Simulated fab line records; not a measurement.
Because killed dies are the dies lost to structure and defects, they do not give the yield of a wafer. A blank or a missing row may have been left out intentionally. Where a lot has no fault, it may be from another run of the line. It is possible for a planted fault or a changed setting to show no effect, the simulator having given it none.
A struck lot beside a sound one -- flow n5 finfet -- 35 steps out of a route of 1938
Sound: wafers L561.1, L561.3, L561.4. Struck: wafer L554.4. (L554.1, L554.6 of the same lot were not struck and are left out.) The cause comes at the end.
At each step with rows: each side's tool, then ch and its chambers, then its first start. Under that, the readings that differ: sound wafers -- struck wafers -- difference of the means -- sigmas: that difference in standard deviations of wafers without a fault.
alike: same words and numbers on both sides, and readings whose means sit less than 2 such deviations apart. not compared: any withheld reading, any reading some wafer has no value for, any bound like >300 that may hide the same value, and any number with overlapping values for which the record gives no deviation.
The two part at a step that has a row with sigmas, a row that says differs or no value, or rows on one side only. Non-overlapping numbers with no deviation appear without sigmas and do not part them. A reading that every wafer of one side lacks parts them only if that side has two wafers or more.

first, 8 steps without rows for these wafers: N5_BEOL_M9_SPUTTER_48 (material Cu, target thk 12 nm, time 2 s); N5_BEOL_M9_ECD_50 (material Cu, target thk 318 nm); N5_BEOL_M9_ANNEAL_51 (time 90 s); N5_BEOL_M9_CMP_52 (polishes, stops on SiCOH lowk, t overpolish 7 s, target thk 140 nm); N5_BEOL_M9_PRE_CLEAN_55 (time 15 s); N5_BEOL_M9_DEP_56 (deposits SiCN from 3MS/NH3, target thk 15 nm, time 26.5 s); N5_BEOL_M10_ILD_DEP_00 (deposits SiCOH lowk from DEMS/porogen, target thk 308.51 nm, time 58 s); N5_BEOL_M10_CURE_71 (cures SiCOH lowk, time 240 s).
N5_BEOL_M10_PECVD_70: deposits SiO2 from TEOS/O2, target thk 20 nm, time 22.7 s.
  sound on pecvd-04 ch 1,2, day 16 12:50; struck on pecvd-03 ch 2, day 14 18:17
reading,sound,struck,difference,sigmas
susceptor temp C (C),400.72 400.18 400.10,394.21,-6.12,-26
model.SiO2_of_BEOL_M10_PECVD_70.thk nm (nm),19.4 19.4 20,20.8,+1.2,
  alike: heater power w, showerhead plenum p Torr, throttle valve pct
  not compared: since wet clean h
then, 24 steps without rows for these wafers: N5_BEOL_M10_HM_DEP_02 (deposits TiN, target thk 20 nm); N5_BEOL_M10_COAT_59 (time 60 s, resist thk 100 nm); N5_BEOL_M10_COAT_60 (time 60 s, resist thk 30 nm); N5_BEOL_M10_COAT_05 (resist thk 90 nm); N5_BEOL_M10_EBR_07; N5_BEOL_M10_SOFTBAKE_06 (time 60 s); N5_BEOL_M10_EXPOSE_08 (exposes mask M10); N5_BEOL_M10_PEB_09 (peb time 60 s); N5_BEOL_M10_DEVELOP_10 (develop time 30 s); N5_BEOL_M10_DESCUM_16 (chemistry O2, time 7.9 s); N5_BEOL_M10_ETCH_61 (etches SiARC in CF4, target depth 39 nm, time 65 s); N5_BEOL_M10_ETCH_62 (etches SOC in N2/H2, target depth 110 nm, overetch 22 nm, time 165 s); N5_BEOL_M10_STRIP_68 (strips in N2/H2); N5_BEOL_M10_STRIP_67 (strips in CF4); N5_BEOL_M10_HM_OPEN_17 (chemistry Cl2/BCl3, target TiN, target depth 20 nm, overetch 6 nm); N5_BEOL_M10_STRIP_19 (strips in O2); N5_BEOL_M10_COAT_63 (time 60 s, resist thk 100 nm); N5_BEOL_M10_COAT_64 (time 60 s, resist thk 30 nm); N5_BEOL_M10_COAT_22 (resist thk 90 nm); N5_BEOL_M10_EBR_24; N5_BEOL_M10_SOFTBAKE_23 (time 60 s); N5_BEOL_M10_EXPOSE_25 (exposes mask V9); N5_BEOL_M10_PEB_26 (peb time 60 s); N5_BEOL_M10_DEVELOP_27 (develop time 30 s).
N5_BEOL_M10_HM_STRIP_39: strips TiN in peroxide tin strip, target depth 25 nm, time 158 s.
  sound on wet bench-03 ch 4,6,7, day 16 15:48; struck on wet bench-05 ch 3, day 14 23:43
reading,sound,struck,difference,sigmas
model.SiO2_of_BEOL_M10_PECVD_70.thk nm (nm),19.4 19.2 19.8,20.8,+1.3,
-- here the record skips 2 days between the struck wafers' starts before and after, leaving off in module BEOL_M10 and picking up in module PASSIVATION (first step shown: number 1936 of the route) --
N5_PASSIVATION_PROBE_49:
  sound on prober-02 at day 18 15:49; struck on prober-01 at day 17 08:37
reading,sound,struck,difference,sigmas
defect limited yield (%),92.4 91.7 91.7,89.2,-2.7,-2
killed at front end,29 39 38,65,+30,+3
killed dies,90 98 98,127,+32,+2
killed short,33 35 32,49,+16,+2
sort_bin_5_function (%),4.8 5.1 4.8,6.9,+2.0,+2
sort n pass,1090 1082 1082,1053,-32,-2
sort yield pct (%),92.4 91.7 91.7,89.2,-2.7,-2
  alike: killed_at_M0_to_M3, killed_at_M4_up, killed at contacts, killed at other, killed on rim, killed open, sort_bin_6_memory

## WHERE THEY PART
First at N5_BEOL_M10_PECVD_70; last, within this record, at N5_PASSIVATION_PROBE_49.

WHY: what the simulator had put in
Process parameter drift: pecvd-03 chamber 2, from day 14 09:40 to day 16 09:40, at N5_BEOL_M10_PECVD_70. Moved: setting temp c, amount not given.
